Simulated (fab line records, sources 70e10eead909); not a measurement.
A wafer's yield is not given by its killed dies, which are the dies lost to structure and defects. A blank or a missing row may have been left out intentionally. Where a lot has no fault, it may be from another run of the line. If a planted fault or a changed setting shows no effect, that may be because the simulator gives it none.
Matching of chambers || flow nand harc || rie diel-06 running NHARC_A_M0_DESCUM_14: 4 sister chambers
The step chemistry O2, time 3 s. 8 wafers are shown with their chamber, then 12 later ones without.

== WAFERS, EACH WITH ITS CHAMBER ==
{"wafer": "L075.3", "chamber": 3, "showerhead plenum p Torr (Torr)": 1.91, "oes product au (a.u.)": 0.995}
{"wafer": "L084.3", "chamber": 0, "showerhead plenum p Torr (Torr)": 2.04, "oes product au (a.u.)": 1.005}
{"wafer": "L084.6", "chamber": 0, "showerhead plenum p Torr (Torr)": 2.04, "oes product au (a.u.)": 1.009}
{"wafer": "L080.5", "chamber": 2, "showerhead plenum p Torr (Torr)": 1.89, "oes product au (a.u.)": 1.008}
{"wafer": "L082.1", "chamber": 2, "showerhead plenum p Torr (Torr)": 1.89, "oes product au (a.u.)": 0.996}
{"wafer": "L086.2", "chamber": 1, "showerhead plenum p Torr (Torr)": 2.02, "oes product au (a.u.)": 1.014}
{"wafer": "L086.3", "chamber": 3, "showerhead plenum p Torr (Torr)": 1.90, "oes product au (a.u.)": 1.002}
{"wafer": "L086.5", "chamber": 1, "showerhead plenum p Torr (Torr)": 2.01, "oes product au (a.u.)": 1.012}

== WAFERS WHOSE CHAMBER IS MISSING ==
{"wafer": "L087.4", "showerhead plenum p Torr (Torr)": 1.89, "oes product au (a.u.)": 0.995}
{"wafer": "L087.5", "showerhead plenum p Torr (Torr)": 2.02, "oes product au (a.u.)": 1.003}
{"wafer": "L087.6", "showerhead plenum p Torr (Torr)": 1.89, "oes product au (a.u.)": 0.998}
{"wafer": "L092.3", "showerhead plenum p Torr (Torr)": 1.90, "oes product au (a.u.)": 0.978}
{"wafer": "L092.4", "showerhead plenum p Torr (Torr)": 2.01, "oes product au (a.u.)": 1.009}
{"wafer": "L092.6", "showerhead plenum p Torr (Torr)": 1.90, "oes product au (a.u.)": 0.983}
{"wafer": "L094.4", "showerhead plenum p Torr (Torr)": 1.90, "oes product au (a.u.)": 0.994}
{"wafer": "L094.5", "showerhead plenum p Torr (Torr)": 1.89, "oes product au (a.u.)": 0.993}
{"wafer": "L094.6", "showerhead plenum p Torr (Torr)": 2.01, "oes product au (a.u.)": 1.021}
{"wafer": "L095.1", "showerhead plenum p Torr (Torr)": 2.01, "oes product au (a.u.)": 1.013}
{"wafer": "L095.5", "showerhead plenum p Torr (Torr)": 2.01, "oes product au (a.u.)": 1.009}
{"wafer": "L095.6", "showerhead plenum p Torr (Torr)": 2.04, "oes product au (a.u.)": 1.007}

== CHAMBER TAKEN BY EACH ==
{"wafer": "L087.4", "from the rows above": "can't be placed: 2 or 3", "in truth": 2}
{"wafer": "L087.5", "from the rows above": "can't be placed: 1 or 0", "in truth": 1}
{"wafer": "L087.6", "from the rows above": 2, "in truth": 2}
{"wafer": "L092.3", "from the rows above": "can't be placed: 3 or 2", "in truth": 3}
{"wafer": "L092.4", "from the rows above": 1, "in truth": 1}
{"wafer": "L092.6", "from the rows above": "can't be placed: 3 or 2", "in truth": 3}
{"wafer": "L094.4", "from the rows above": "can't be placed: 3 or 2", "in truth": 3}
{"wafer": "L094.5", "from the rows above": "can't be placed: 2 or 3", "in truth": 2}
{"wafer": "L094.6", "from the rows above": 1, "in truth": 1}
{"wafer": "L095.1", "from the rows above": 1, "in truth": 1}
{"wafer": "L095.5", "from the rows above": 1, "in truth": 1}
{"wafer": "L095.6", "from the rows above": 0, "in truth": 0}
6 of 12 placed correctly. These rows do not allow placing 6 (true chamber among the candidates in 6). Number placed wrongly: 0.
How it was worked out, from the rows above alone: a wafer's distance from a chamber is the root of the sum, over the readings, of the square of ((its reading less the chamber's mean) divided by the reading's scatter). The wafer belongs to the nearest chamber; if the next one is less than 2 further off, it can't be placed. Each chamber's mean is taken over the wafers shown for it. How the scatter is found: for the shown wafers, subtract from each reading the mean of its chamber, square and add these, divide the total by (wafers less chambers), then take the root.
